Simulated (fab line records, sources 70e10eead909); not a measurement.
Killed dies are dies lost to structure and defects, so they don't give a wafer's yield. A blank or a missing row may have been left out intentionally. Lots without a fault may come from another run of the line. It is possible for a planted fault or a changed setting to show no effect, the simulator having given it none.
Chamber matching	flow nand-harc	NHARC_A_STAIRCASE_DESCUM_11 on rie-diel-08: 4 sister chambers
The step chemistry O2, time 3 s. 14 wafers are shown with their chamber, then 7 later ones without.

== WAFERS, EACH WITH ITS CHAMBER ==
wafer	chamber	showerhead-plenum-p-Torr (Torr)	rf-vpp-V (V)	throttle-valve-pct (%)
L076.1	2	2.06	59.3	11.311
L076.2	0	1.79	57.7	11.323
L076.6	3	1.78	59.1	11.304
L079.2	2	2.06	58.1	11.305
L079.3	3	1.78	58.6	11.320
L079.5	3	1.78	58.4	11.294
L084.1	0	1.78	56.6	11.329
L084.4	1	1.85	58.0	11.334
L084.6	3	1.78	56.7	11.313
L083.2	1	1.85	58.2	11.315
L083.4	0	1.78	57.0	11.322
L083.5	0	1.78	55.7	11.328
L086.1	0	1.78	56.6	11.322
L086.2	1	1.85	58.2	11.308

SIGNATURES (means of the wafers above)
reading	chamber 0	chamber 1	chamber 2	chamber 3	scatter within a chamber
showerhead-plenum-p-Torr	1.7820	1.8500	2.0600	1.7800	0.00283
rf-vpp-V	56.720	58.133	58.700	58.200	0.782
throttle-valve-pct	11.32480	11.31900	11.30800	11.30775	0.00899
Rule: for each reading, subtract the chamber's mean from the wafer's reading, divide by that reading's scatter and square the result; add these up over the readings and take the root, which gives the wafer's distance from the chamber. The wafer belongs to the nearest chamber; if the next one is less than 2 further off, it can't be placed. The scatter: take each reading less its chamber's mean, square it, sum over the shown wafers, divide by the number of wafers less the number of chambers, and take the root.

== WAFERS WITH NO CHAMBER GIVEN ==
wafer	showerhead-plenum-p-Torr (Torr)	rf-vpp-V (V)	throttle-valve-pct (%)
L086.4	1.78	57.6	11.287
L088.3	1.78	58.0	11.310
L088.4	1.85	57.3	11.317
L088.5	1.78	56.0	11.316
L088.1	2.05	57.9	11.292
L088.2	1.78	57.7	11.325
L088.6	1.78	55.4	11.309

== THE CHAMBER EACH PASSED THROUGH ==
wafer	from the rows above	in truth
L086.4	can't be placed: 3 or 0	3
L088.3	3	3
L088.4	1	1
L088.5	can't be placed: 0 or 3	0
L088.1	2	2
L088.2	can't be placed: 0 or 3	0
L088.6	can't be placed: 0 or 3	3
Placed correctly: 3 of 7. Can't be placed from these rows: 4 (the true chamber is among the candidates in 4). Wrongly placed: 0.
